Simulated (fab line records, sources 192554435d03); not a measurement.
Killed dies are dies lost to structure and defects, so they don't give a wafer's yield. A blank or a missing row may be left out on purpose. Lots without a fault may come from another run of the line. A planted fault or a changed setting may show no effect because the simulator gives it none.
Split-lot experiment | flow n5_finfet | 7 lots, 21 wafers read, on a route of 1938 steps

THE SPLIT
At N5_BEOL_M1_COAT_05 (resist thk 30 nm), the setting spin_rpm was moved away from the recipe's 1500 rpm on 5 of the 21 wafers read, by -3.4% to +4.9%. The other wafers ran this setting at the recipe's value.

FROM THE SPLIT TO THE READING: what the file shows between them, 4 steps
- N5_BEOL_M1_EXPOSE_08: exposes mask M1 (also split here: dose_mj)
- N5_BEOL_M1_PEB_09: peb time 60 s
- N5_BEOL_M1_DEVELOP_10: develop time 30 s
- N5_BEOL_M1_DESCUM_16: chemistry O2, time 7 s

THE READING
CAR-EUV_of_BEOL_M1_COAT_05.thk_nm (the simulator's own value, which no gauge read), in nm, at N5_BEOL_M1_ETCH_74 (etches underlayer in N2/H2, target depth 6.5 nm, time 5.2 s). The file gives no usual value for it. The 16 wafers here that ran the recipe average 20.3 nm, standard deviation 0.097 nm.

wafer  | tool, chamber at the split | spin_rpm as run, rpm | against the recipe | CAR-EUV_of_BEOL_M1_COAT_05.thk_nm, nm | against lot-mates on the recipe
L074.1 | litho_track-05, 0          | 1500                 | recipe             | 20.4                                  | -
L074.2 | litho_track-05, 0          | 1500                 | recipe             | 20.2                                  | -
L074.4 | litho_track-05, 0          | 1572                 | +4.8%              | 19.8                                  | -0.5
L076.4 | litho_track-05, 0          | 1500                 | recipe             | 20.2                                  | -
L076.6 | litho_track-05, 0          | 1500                 | recipe             | 20.2                                  | -
L076.5 | litho_track-05, 0          | 1500                 | recipe             | 20.2                                  | -
L078.2 | litho_track-02, 0          | 1500                 | recipe             | 20.2                                  | -
L078.4 | litho_track-02, 0          | 1574                 | +4.9%              | 19.6                                  | -0.7
L078.6 | litho_track-02, 0          | 1500                 | recipe             | 20.4                                  | -
L084.2 | litho_track-05, 0          | 1500                 | recipe             | 20.4                                  | -
L084.6 | litho_track-05, 0          | 1500                 | recipe             | 20.4                                  | -
L084.5 | litho_track-05, 0          | 1500                 | recipe             | 20.4                                  | -
L087.1 | litho_track-04, 0          | 1500                 | recipe             | 20.4                                  | -
L087.5 | litho_track-04, 0          | 1500                 | recipe             | 20.4                                  | -
L087.6 | litho_track-04, 0          | 1500                 | recipe             | 20.4                                  | -
L090.1 | litho_track-04, 0          | 1500                 | recipe             | 20.4                                  | -
L090.3 | litho_track-04, 0          | 1500                 | recipe             | 20.2                                  | -
L090.6 | litho_track-04, 0          | 1449                 | -3.4%              | 20.8                                  | +0.5
L095.2 | litho_track-04, 0          | 1500                 | recipe             | 20.4                                  | -
L095.4 | litho_track-04, 0          | 1563                 | +4.2%              | 19.8                                  | -0.6
L095.6 | litho_track-04, 0          | 1563                 | +4.2%              | 19.8                                  | -0.6

THE FIT
A straight line over all 21 wafers: CAR-EUV_of_BEOL_M1_COAT_05.thk_nm changes by -0.129 nm for each +1% of spin_rpm; r = -0.94; the points scatter about the line by 0.094 nm.
The same after taking each lot's own level away (the mean of its wafers on the recipe; 21 wafers): -0.134 nm for each +1%; r = -0.97; scatter 0.067 nm.
On that fit, the largest move of spin_rpm shifts the reading by 0.66 nm.
The lots' own levels span 20.20 to 20.40 nm, that is 2.1 times the standard deviation above.
So the lot-to-lot level changes the slope little: the two slopes agree.
Check: with one of the wafers moved furthest among these (+4.9%) left out of the fit, the line predicts -0.644 nm for it against its lot-mates. It came out at -0.7 nm against them.

OTHER SPLITS ON THESE WAFERS
These wafers also went through other splits before the reading. Each is held against what the fit with the lots' levels taken away leaves over:
other split on the same wafers            | wafers away from the commonest value | r with CAR-EUV_of_BEOL_M1_COAT_05.thk_nm (lot level and that fit taken away)
N5_MOL_CONTACT_COAG_PECVD_31 temp_c       | 8                                    | -0.01
N5_MOL_CONTACT_COAG_CVD_140 target_thk_a  | 7                                    | +0.46
N5_BEOL_M0_SAQP_SPACER1_ALD_98 ald_cycles | 6                                    | +0.27
N5_BEOL_M0_ETCH_128 source_w              | 3                                    | -0.16
N5_BEOL_M1_EXPOSE_08 dose_mj              | 8                                    | +0.36

THE WHOLE CHAIN: every reading that the file lists as answering this split, in the file's order
step                  | what it does                                                | reading                                                                            | change (the file's fit)               | r (the file's)
N5_BEOL_M1_COAT_05    | resist thk 30 nm                                            | CAR-EUV_of_BEOL_M1_COAT_05.thk_nm (the simulator's own value, which no gauge read) | -0.14 nm for each +1% of the setting  | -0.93
N5_BEOL_M1_DEVELOP_10 | develop time 30 s                                           | CAR-EUV_of_BEOL_M1_COAT_05.thk_nm (the simulator's own value, which no gauge read) | -0.12 nm for each +1% of the setting  | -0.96
N5_BEOL_M1_ETCH_74    | etches underlayer in N2/H2, target depth 6.5 nm, time 5.2 s | CAR-EUV_of_BEOL_M1_COAT_05.thk_nm (the simulator's own value, which no gauge read) | -0.132 nm for each +1% of the setting | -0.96

THE FILE'S OWN FIT
CAR-EUV_of_BEOL_M1_COAT_05.thk_nm changes by -0.132 nm for each +1% of spin_rpm, r = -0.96.
